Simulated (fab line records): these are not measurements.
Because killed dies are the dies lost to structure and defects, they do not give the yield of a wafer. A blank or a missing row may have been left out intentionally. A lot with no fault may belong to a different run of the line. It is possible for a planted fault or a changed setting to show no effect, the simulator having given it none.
Which of the tools did it? / flow nand harc / 13 lots with 38 wafers sampled at 5 steps, on a route of 1302 steps

WHAT EACH GAUGE READ, for each wafer
NHARC_P_CONTACT_CD_MEAS_19. Usual: 89.7 nm for cd nm, sd 1.7.
lot=L534; measured=day 6 13:09; on=cd sem-01; cd nm (nm)=89.1 91.1 88.0; flag=
lot=L536; measured=day 7 04:53; on=cd sem-01; cd nm (nm)=88.4 88.8 88.5; flag=
lot=L537; measured=day 7 15:04; on=cd sem-03; cd nm (nm)=88.1 88.5 91.9; flag=
lot=L538; measured=day 8 15:26; on=cd sem-03; cd nm (nm)=90.4 88.8 89.7; flag=
lot=L539; measured=day 9 03:02; on=cd sem-03; cd nm (nm)=91.5 90.2 92.0; flag=
lot=L541; measured=day 9 13:16; on=cd sem-03; cd nm (nm)=90.6 90.3 91.5; flag=
lot=L543; measured=day 10 01:26; on=cd sem-01; cd nm (nm)=91.5 90.5 92.5; flag=
lot=L542; measured=day 10 02:10; on=cd sem-02; cd nm (nm)=90.0 91.4 90.6; flag=
lot=L550; measured=day 12 21:53; on=cd sem-01; cd nm (nm)=89.3 89.6; flag=
lot=L552; measured=day 14 03:07; on=cd sem-03; cd nm (nm)=90.8 89.6 87.6; flag=
lot=L553; measured=day 14 07:07; on=cd sem-01; cd nm (nm)=89.5 89.4 90.8; flag=
lot=L555; measured=day 15 02:53; on=cd sem-03; cd nm (nm)=88.6 87.5 90.1; flag=
lot=L556; measured=day 15 10:01; on=cd sem-01; cd nm (nm)=88.4 90.2 88.6; flag=

NHARC_END_SORT_01. Usual: value, then standard deviation, for each; defect limited yield 89.9 % / 2.7; killed at array 64 / 18; killed at other 0.8 / 1.1; killed at periphery 3.8 / 2.7; killed dies 68 / 18; killed open 3.3 / 1.9; killed short 2.3 / 1.8.
lot=L534; measured=day 25 10:18; on=prober-02; defect limited yield (%)=94.2 94.4 91.9; killed at array=39 36 54; killed at other=0 0 0; killed at periphery=0 2 1; killed dies=39 38 55; killed open=1 1 4; killed short=0 4 4; flag=
lot=L536; measured=day 25 16:27; on=prober-01; defect limited yield (%)=86.4 88.2 86.1; killed at array=86 72 87; killed at other=2 1 0; killed at periphery=4 7 7; killed dies=92 80 94; killed open=3 2 1; killed short=1 2 0; flag=
lot=L537; measured=day 26 15:43; on=prober-01; defect limited yield (%)=87.7 87.1 86.3; killed at array=80 85 92; killed at other=0 1 0; killed at periphery=3 1 1; killed dies=83 87 93; killed open=2 1 4; killed short=2 0 4; flag=
lot=L538; measured=day 26 16:34; on=prober-02; defect limited yield (%)=91.3 89.8 91.0; killed at array=56 65 59; killed at other=0 2 0; killed at periphery=3 2 2; killed dies=59 69 61; killed open=4 1 2; killed short=3 2 0; flag=
lot=L539; measured=day 27 18:17; on=prober-01; defect limited yield (%)=88.8 88.9 89.5; killed at array=62 63 65; killed at other=3 3 4; killed at periphery=11 9 2; killed dies=76 75 71; killed open=2 8 4; killed short=1 2 4; flag=
lot=L541; measured=day 28 17:43; on=prober-02; defect limited yield (%)=89.4 87.7 88.5; killed at array=71 82 72; killed at other=0 1 1; killed at periphery=1 0 5; killed dies=72 83 78; killed open=3 3 4; killed short=1 3 2; flag=
lot=L543; measured=day 29 03:22; on=prober-01; defect limited yield (%)=89.5 91.6 91.1; killed at array=71 53 56; killed at other=0 0 0; killed at periphery=0 4 4; killed dies=71 57 60; killed open=3 3 3; killed short=3 0 1; flag=
lot=L542; measured=day 28 15:25; on=prober-01; defect limited yield (%)=86.1 87.7 86.6; killed at array=88 79 84; killed at other=0 0 1; killed at periphery=6 4 6; killed dies=94 83 91; killed open=4 2 7; killed short=3 3 0; flag=
lot=L550; measured=day 31 16:46; on=prober-02; defect limited yield (%)=90.1 90.3; killed at array=64 66; killed at other=0 0; killed at periphery=3 0; killed dies=67 66; killed open=3 2; killed short=2 0; flag=
lot=L552; measured=day 33 11:49; on=prober-01; defect limited yield (%)=91.3 88.9 90.1; killed at array=51 65 63; killed at other=4 4 0; killed at periphery=4 6 4; killed dies=59 75 67; killed open=4 4 4; killed short=3 5 1; flag=
lot=L553; measured=day 33 03:31; on=prober-02; defect limited yield (%)=89.7 92.0 91.7; killed at array=65 48 49; killed at other=2 2 2; killed at periphery=3 4 5; killed dies=70 54 56; killed open=2 5 5; killed short=3 1 0; flag=
lot=L555; measured=day 33 11:49; on=prober-02; defect limited yield (%)=93.5 93.9 95.3; killed at array=34 30 25; killed at other=0 0 0; killed at periphery=10 11 7; killed dies=44 41 32; killed open=5 5 5; killed short=2 1 2; flag=
lot=L556; measured=day 34 15:48; on=prober-01; defect limited yield (%)=84.5 87.9 87.9; killed at array=99 81 79; killed at other=1 0 0; killed at periphery=5 1 3; killed dies=105 82 82; killed open=6 5 4; killed short=2 1 2; flag=

WHAT TOOL EACH LOT RAN ON (gives the tool, then ch and the chambers of the sampled wafers, and finally the start)
lot=L534; NHARC_P_CONTACT_ETCH_36=rie diel-05 ch 0,1,3, day 6 13:09 or earlier; NHARC_P_M0_SOFTBAKE_04=litho track-01 ch 0, day 6 15:00; NHARC_P_M0_ETCH_15=rie diel-08 ch 0,2,3, day 25 10:18 or earlier
lot=L536; NHARC_P_CONTACT_ETCH_36=rie diel-07 ch 1,2,3, day 7 04:53 or earlier; NHARC_P_M0_SOFTBAKE_04=litho track-04 ch 0, day 7 07:00; NHARC_P_M0_ETCH_15=rie diel-08 ch 1,2,3, day 25 16:27 or earlier
lot=L537; NHARC_P_CONTACT_ETCH_36=rie diel-05 ch 1,2,3, day 7 15:04 or earlier; NHARC_P_M0_SOFTBAKE_04=litho track-04 ch 0, day 7 17:00; NHARC_P_M0_ETCH_15=rie diel-08 ch 0,1,3, day 26 15:43 or earlier
lot=L538; NHARC_P_CONTACT_ETCH_36=rie diel-07 ch 0,1,2, day 8 15:26 or earlier; NHARC_P_M0_SOFTBAKE_04=litho track-06 ch 0, day 8 18:00; NHARC_P_M0_ETCH_15=rie diel-08 ch 0,1,3, day 26 16:34 or earlier
lot=L539; NHARC_P_CONTACT_ETCH_36=rie diel-01 ch 0,1, day 9 03:02 or earlier; NHARC_P_M0_SOFTBAKE_04=litho track-04 ch 0, day 9 05:00; NHARC_P_M0_ETCH_15=rie diel-03 ch 0,1, day 27 18:17 or earlier
lot=L541; NHARC_P_CONTACT_ETCH_36=rie diel-07 ch 1,2,3, day 9 13:16 or earlier; NHARC_P_M0_SOFTBAKE_04=litho track-06 ch 0, day 9 15:00; NHARC_P_M0_ETCH_15=rie diel-02 ch 1,2, day 28 17:43 or earlier
lot=L543; NHARC_P_CONTACT_ETCH_36=rie diel-07 ch 0,1, day 10 01:26 or earlier; NHARC_P_M0_SOFTBAKE_04=litho track-01 ch 0, day 10 04:00; NHARC_P_M0_ETCH_15=rie diel-08 ch 0,1,2, day 29 03:22 or earlier
lot=L542; NHARC_P_CONTACT_ETCH_36=rie diel-01 ch 0,2,3, day 10 02:10 or earlier; NHARC_P_M0_SOFTBAKE_04=litho track-06 ch 0, day 10 04:00; NHARC_P_M0_ETCH_15=rie diel-08 ch 0,2,3, day 28 15:25 or earlier
lot=L550; NHARC_P_CONTACT_ETCH_36=rie diel-07 ch 0,1, day 12 21:53 or earlier; NHARC_P_M0_SOFTBAKE_04=litho track-04 ch 0, day 13 00:00; NHARC_P_M0_ETCH_15=rie diel-08 ch 0,2, day 31 16:46 or earlier
lot=L552; NHARC_P_CONTACT_ETCH_36=rie diel-05 ch 1,2,3, day 14 03:07 or earlier; NHARC_P_M0_SOFTBAKE_04=litho track-04 ch 0, day 14 05:00; NHARC_P_M0_ETCH_15=rie diel-08 ch 0,1,2, day 33 11:49 or earlier
lot=L553; NHARC_P_CONTACT_ETCH_36=rie diel-01 ch 2,3, day 14 07:07 or earlier; NHARC_P_M0_SOFTBAKE_04=litho track-01 ch 0, day 14 09:00; NHARC_P_M0_ETCH_15=rie diel-02 ch 0,1,2, day 33 03:31 or earlier
lot=L555; NHARC_P_CONTACT_ETCH_36=rie diel-05 ch 0,1,3, day 15 02:53 or earlier; NHARC_P_M0_SOFTBAKE_04=litho track-06 ch 0, day 15 05:00; NHARC_P_M0_ETCH_15=rie diel-03 ch 0,2, day 33 11:49 or earlier
lot=L556; NHARC_P_CONTACT_ETCH_36=rie diel-05 ch 0,2,3, day 15 10:01 or earlier; NHARC_P_M0_SOFTBAKE_04=litho track-06 ch 0, day 15 12:00; NHARC_P_M0_ETCH_15=rie diel-02 ch 0,2,3, day 34 15:48 or earlier
- NHARC_P_CONTACT_ETCH_36: etches the open film in N2/H2, target depth 260 nm, time 406.25 s.
- NHARC_P_M0_SOFTBAKE_04: time 55 s.
- NHARC_P_M0_ETCH_15: etches the open film in C4F8/Ar, target depth 150 nm, overetch 15 nm, time 82.5 s.

AS READ BY THE TOOLS THEMSELVES (means over the sampled wafers that have a number; for cases with no such wafer, the mark the record gives instead)
NHARC_P_CONTACT_ETCH_36. Usual: drypump motor current A 5.8 A, standard deviation 0.38; oes product au 1.002 a.u., standard deviation 0.0086; rf vpp V 431.1 V, standard deviation 2.3; showerhead plenum p Torr 2.06 Torr, standard deviation 0.076; throttle valve pct 14.173 %, standard deviation 0.0098.
lot=L534; tool=rie diel-05; drypump motor current A (A)=5.5; oes product au (a.u.)=0.998; rf vpp V (V)=432.2; showerhead plenum p Torr (Torr)=2.09; throttle valve pct (%)=14.187; flag=
lot=L536; tool=rie diel-07; drypump motor current A (A)=6.1; oes product au (a.u.)=0.997; rf vpp V (V)=429.9; showerhead plenum p Torr (Torr)=2.03; throttle valve pct (%)=14.173; flag=
lot=L537; tool=rie diel-05; drypump motor current A (A)=5.5; oes product au (a.u.)=0.997; rf vpp V (V)=432.5; showerhead plenum p Torr (Torr)=2.11; throttle valve pct (%)=14.170; flag=
lot=L538; tool=rie diel-07; drypump motor current A (A)=5.9; oes product au (a.u.)=0.999; rf vpp V (V)=429.8; showerhead plenum p Torr (Torr)=2.00; throttle valve pct (%)=14.174; flag=
lot=L539; tool=rie diel-01; drypump motor current A (A)=5.8; oes product au (a.u.)=1.000; rf vpp V (V)=431.3; showerhead plenum p Torr (Torr)=2.07; throttle valve pct (%)=14.166; flag=
lot=L541; tool=rie diel-07; drypump motor current A (A)=6.2; oes product au (a.u.)=1.006; rf vpp V (V)=430.7; showerhead plenum p Torr (Torr)=2.03; throttle valve pct (%)=14.176; flag=
lot=L543; tool=rie diel-07; drypump motor current A (A)=5.8; oes product au (a.u.)=1.008; rf vpp V (V)=427.8; showerhead plenum p Torr (Torr)=1.96; throttle valve pct (%)=14.176; flag=
lot=L542; tool=rie diel-01; drypump motor current A (A)=6.0; oes product au (a.u.)=1.002; rf vpp V (V)=429.3; showerhead plenum p Torr (Torr)=2.01; throttle valve pct (%)=14.181; flag=
lot=L550; tool=rie diel-07; drypump motor current A (A)=5.8; oes product au (a.u.)=1.008; rf vpp V (V)=428.4; showerhead plenum p Torr (Torr)=1.96; throttle valve pct (%)=14.162; flag=
lot=L552; tool=rie diel-05; drypump motor current A (A)=5.6; oes product au (a.u.)=1.001; rf vpp V (V)=432.7; showerhead plenum p Torr (Torr)=2.11; throttle valve pct (%)=14.175; flag=
lot=L553; tool=rie diel-01; drypump motor current A (A)=6.0; oes product au (a.u.)=1.002; rf vpp V (V)=429.6; showerhead plenum p Torr (Torr)=1.99; throttle valve pct (%)=14.166; flag=
lot=L555; tool=rie diel-05; drypump motor current A (A)=5.6; oes product au (a.u.)=1.001; rf vpp V (V)=431.5; showerhead plenum p Torr (Torr)=2.09; throttle valve pct (%)=14.178; flag=
lot=L556; tool=rie diel-05; drypump motor current A (A)=5.6; oes product au (a.u.)=1.006; rf vpp V (V)=432.6; showerhead plenum p Torr (Torr)=2.12; throttle valve pct (%)=14.174; flag=

NHARC_P_M0_SOFTBAKE_04. Usual: 188.45 W for heater power total W, sd 0.15.
lot=L534; tool=litho track-01; heater power total W (W)=188.30; flag=
lot=L536; tool=litho track-04; heater power total W (W)=188.43; flag=
lot=L537; tool=litho track-04; heater power total W (W)=188.33; flag=
lot=L538; tool=litho track-06; heater power total W (W)=188.32; flag=
lot=L539; tool=litho track-04; heater power total W (W)=188.40; flag=
lot=L541; tool=litho track-06; heater power total W (W)=188.49; flag=
lot=L543; tool=litho track-01; heater power total W (W)=188.50; flag=
lot=L542; tool=litho track-06; heater power total W (W)=188.55; flag=
lot=L550; tool=litho track-04; heater power total W (W)=285.26; flag=OFF
lot=L552; tool=litho track-04; heater power total W (W)=285.21; flag=OFF
lot=L553; tool=litho track-01; heater power total W (W)=188.35; flag=
lot=L555; tool=litho track-06; heater power total W (W)=188.50; flag=
lot=L556; tool=litho track-06; heater power total W (W)=188.43; flag=

NHARC_P_M0_ETCH_15. Usual: oes product au 0.955 a.u., standard deviation 0.022; rf vpp V 440.1 V, standard deviation 1.6.
lot=L534; tool=rie diel-08; oes product au (a.u.)=0.972; rf vpp V (V)=439.7; flag=
lot=L536; tool=rie diel-08; oes product au (a.u.)=0.977; rf vpp V (V)=440.2; flag=
lot=L537; tool=rie diel-08; oes product au (a.u.)=0.969; rf vpp V (V)=439.0; flag=
lot=L538; tool=rie diel-08; oes product au (a.u.)=0.977; rf vpp V (V)=439.2; flag=
lot=L539; tool=rie diel-03; oes product au (a.u.)=0.970; rf vpp V (V)=439.6; flag=
lot=L541; tool=rie diel-02; oes product au (a.u.)=0.919; rf vpp V (V)=439.3; flag=
lot=L543; tool=rie diel-08; oes product au (a.u.)=0.953; rf vpp V (V)=439.9; flag=
lot=L542; tool=rie diel-08; oes product au (a.u.)=0.947; rf vpp V (V)=440.0; flag=
lot=L550; tool=rie diel-08; oes product au (a.u.)=0.965; rf vpp V (V)=440.1; flag=
lot=L552; tool=rie diel-08; oes product au (a.u.)=0.968; rf vpp V (V)=439.2; flag=
lot=L553; tool=rie diel-02; oes product au (a.u.)=0.911; rf vpp V (V)=442.5; flag=
lot=L555; tool=rie diel-03; oes product au (a.u.)=0.961; rf vpp V (V)=440.5; flag=
lot=L556; tool=rie diel-02; oes product au (a.u.)=0.922; rf vpp V (V)=441.3; flag=

THE ANSWER, worked out from the rows above alone
Rule: lot off if the mean of its wafers having a number is beyond 3 standard deviations from the usual mean. Also off: a lot with no number at a reading for which 4 or more lots have one. Where the step has rows for the other lots, those lots are counted as sound. After the gauges, taken in route order, come the tools' own readings; for these a lot's mean is taken, as printed above. At the first step where some lot is off, the reading lying furthest off is the one used; lots without a number count as furthest.
Off, at NHARC_P_M0_SOFTBAKE_04 on heater power total W: L550, L552.
If a tool, at that step or one of the process steps before it, ran each lot that is off and ran no sound lot following the first of them, it fits. Because NHARC_P_CONTACT_ETCH_36 lacks a start for some lots, the hours and order of its lots are taken from NHARC_P_CONTACT_CD_MEAS_19. One candidate fits, namely litho track-04 at NHARC_P_M0_SOFTBAKE_04. A fault onset in the window from L539 (day 9 05:00, its last sound lot) to L550 (day 13 00:00, its first lot off) fits.
On the lots that are off, the tool's own readings at NHARC_P_M0_SOFTBAKE_04 differ by more than 5 times the standard deviation of the sound lots' means, which bears it out; heater power total W reads 285.24 W there versus 188.42 W on the sound lots.

WHAT WAS PUT IN BY THE SIMULATOR
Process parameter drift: litho track-04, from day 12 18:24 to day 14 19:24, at NHARC_P_M0_SOFTBAKE_04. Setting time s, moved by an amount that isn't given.
Struck lots among those shown: L550, L552. The rule given above showed the same thing.
